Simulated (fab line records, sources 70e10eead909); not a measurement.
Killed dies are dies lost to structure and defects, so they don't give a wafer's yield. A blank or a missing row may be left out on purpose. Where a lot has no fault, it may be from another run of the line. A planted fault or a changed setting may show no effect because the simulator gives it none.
One fault through the eyes of 2 desks -- flow nand harc -- each desk has only its own numbers; what lay behind them comes last

THE DEFECT DESK
Per lot, the means of the sampled wafers with a number show what the inspections along the route counted. A lot is out of limits, marked OUT, if its mean lies more than 4 standard deviations from the usual mean; the brackets give that distance.
Columns: A = raw defect count at NHARC_A_M0_INSPECT_27, usual 427; B = raw defect count at NHARC_A_M1_INSPECT_11, usual 33
lot,first seen here,A,B
L731,day 17 22:41,467,21
L734,day 17 23:58,424,7
L730,day 18 02:02,328,32
L735,day 18 18:20,526,661 (+42) OUT
L733,day 18 21:36,401,24
L736,day 19 09:04,486,338 (+20) OUT
L743,day 20 15:56,340,44
L746,day 21 20:31,378,58
L748,day 21 20:57,452,40
L751,day 22 08:59,369,22
L749,day 22 09:41,283,51
L750,day 22 16:40,494,55
L753,day 23 02:55,541,37
This desk finds L735, L736 out of limits, L735 being first, at day 18 19:51 (raw defect count at NHARC_A_M1_INSPECT_11). Within limits: L731, L734, L730, L733, L743, L746, L748, L751, L749, L750, L753.

THE METROLOGY DESK
What the gauges read for every lot (on any tool): the sampled wafers with a number, averaged. A lot is out of limits, marked OUT, if its mean lies more than 4 standard deviations from the usual mean; the brackets give that distance.
Columns: A = overlay x nm at NHARC_A_M1_OVL_MEAS_10, usual 0.2 nm; B = overlay y nm at NHARC_A_M1_OVL_MEAS_10, usual -0.3 nm
lot,first seen here,A,B
L731,day 18 00:09,-0.9,-0.8
L734,day 18 01:28,0.3,-0.1
L730,day 18 03:32,0.5,-1.0
L735,day 18 19:49,1.0,0.3
L733,day 18 23:23,-0.0,-0.2
L736,day 19 10:42,1.3,-0.5
L743,day 20 17:25,0.1,-0.9
L746,day 21 21:59,0.5,-0.9
L748,day 21 22:19,0.6,0.1
L751,day 22 10:28,-0.1,-0.4
L749,day 22 11:17,0.5,1.3
L750,day 22 18:08,1.6,-0.9
L753,day 23 04:25,-0.2,1.3
This desk found nothing out of limits on any of the 13 lots.

PUT TOGETHER
The defect desk could have raised an alarm at day 18 19:51, on L735, L736.
The metrology desk saw nothing out of limits.
The metrology desk has L735, L736 on record, within its limits.
On pecvd-04, each named lot ran NHARC_A_M1_DEP_00.

WHAT WAS PUT IN BY THE SIMULATOR
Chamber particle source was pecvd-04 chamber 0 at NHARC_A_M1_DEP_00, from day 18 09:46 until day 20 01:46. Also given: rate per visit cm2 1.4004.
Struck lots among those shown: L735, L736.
Hours from the fault's start to each desk's first reading out of limits: the defect desk, 10.
